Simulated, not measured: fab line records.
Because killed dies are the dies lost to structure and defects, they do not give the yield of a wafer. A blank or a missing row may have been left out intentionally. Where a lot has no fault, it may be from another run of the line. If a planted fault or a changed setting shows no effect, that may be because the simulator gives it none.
A lot that was struck, set against a sound lot / flow nand harc / 14 out of 1302 route steps
Sound: these wafers, L836.2, L836.4, L836.6. Struck: wafers L840.1, L840.4. (L840.2 of the same lot was not struck and is left out.) The cause comes at the end.
Per side, at each step with rows, come the tool, then ch with its chambers, and then its first start. Under that, the readings that differ: sound wafers / struck wafers / difference of the means / sigmas: that difference in standard deviations of wafers without a fault.
alike: same words and numbers on both sides, and readings whose means sit less than 2 such deviations apart. not compared: any withheld reading, any reading some wafer has no value for, any bound like >300 that may hide the same value, and any number with overlapping values for which the record gives no deviation.
Wherever a step has rows on one side only, a row that says differs or no value, or a row with sigmas, the two part there. Numbers that don't overlap but have no deviation are shown without sigmas and don't part them. A reading that every wafer of one side lacks parts them only if that side has two wafers or more.

NHARC_A_BLC_DESCUM_15: chemistry O2, time 3 s.
  sound on rie diel-02 ch 0,1,2, day 26 20:29; struck on rie diel-01 ch 2,3, day 28 22:55
  alike: drypump motor current A, o2 flow sccm, oes product au, rf vpp V, showerhead plenum p Torr, throttle valve pct
  not compared: rf hours counter h
NHARC_A_BLC_ETCH_16: etches the open film in CF4, target depth 39 nm, time 65 s.
  sound on rie diel-02 ch 0,1,2, day 26 20:33; struck on rie diel-01 ch 0,2, day 28 23:00
  alike: drypump motor current A, oes product au, rf vpp V, showerhead plenum p Torr, throttle valve pct
  not compared: rf hours counter h
then, 1 step without rows for these wafers: NHARC_A_BLC_ETCH_17 (etches the open film in N2/H2, target depth 390 nm, time 609.38 s).
NHARC_A_BLC_ETCH_18: etches the open film in C4F8/O2/Ar, target depth 910 nm.
  sound: rie diel-02 ch 1,2,3; struck: rie diel-01 ch 1,3
  alike: oes product au, rf vpp V
  not compared: rf hours counter h
NHARC_A_BLC_CD_MEAS_19:
  sound on cd sem-02 at day 26 21:26; struck on cd sem-02 at day 28 23:53
  alike: cd nm
then, 3 steps without rows for these wafers: NHARC_A_BLC_STRIP_29 (strips in CF4); NHARC_A_BLC_STRIP_21 (strips in O2); NHARC_A_BLC_STRIP_22 (strips in post etch residue remover, time 600 s).
NHARC_A_BLC_DEGAS_30: time 60 s.
  sound on pvd sputter-02 at day 26 22:02; struck on pvd sputter-01 at day 29 00:29
  alike: heater power w
then, 2 steps without rows for these wafers: NHARC_A_BLC_PRE_CLEAN_31 (time 15 s); NHARC_A_BLC_PVD_32 (deposits Ti, target thk 5 nm, time 17.7 s).
NHARC_A_BLC_ALD_23: deposits TiN, target thk 3 nm, pulse time 1 s, ald cycles 150.
  sound on ald metal-04 ch 0,1, day 26 22:17; struck on ald metal-01 ch 1,3, day 29 00:43
  alike: heater power w, precursor pulse height rel
NHARC_A_BLC_CVD_24: deposits W, target thk 150 nm, time 434 s.
  sound on cvd w-01 ch 0,1, day 26 22:33; struck on cvd w-01 ch 0, day 29 00:55
  alike: heater power w, mfc wf6 sccm, throttle valve pct
NHARC_A_BLC_CMP_25: polishes, t overpolish 30 s, target thk 150 nm.
  sound on cmp-03 ch 2,3, day 26 23:02; struck on cmp-01 ch 0,3, day 29 01:29
reading=motor current A (A); sound=11.6 14.9 12.1; struck=9.5 10.5; difference=-2.9; sigmas=-2
reading=time to endpoint s (s); sound=30.4 28.3 28.5; struck=20.8 19.0; difference=-9.2; sigmas=-4
  alike: overpolish run s
  not compared: pad life wafers

## WHERE THEY PART
At NHARC_A_BLC_CMP_25 and nowhere else, as far as this record goes.

WHY: the cause the simulator had injected
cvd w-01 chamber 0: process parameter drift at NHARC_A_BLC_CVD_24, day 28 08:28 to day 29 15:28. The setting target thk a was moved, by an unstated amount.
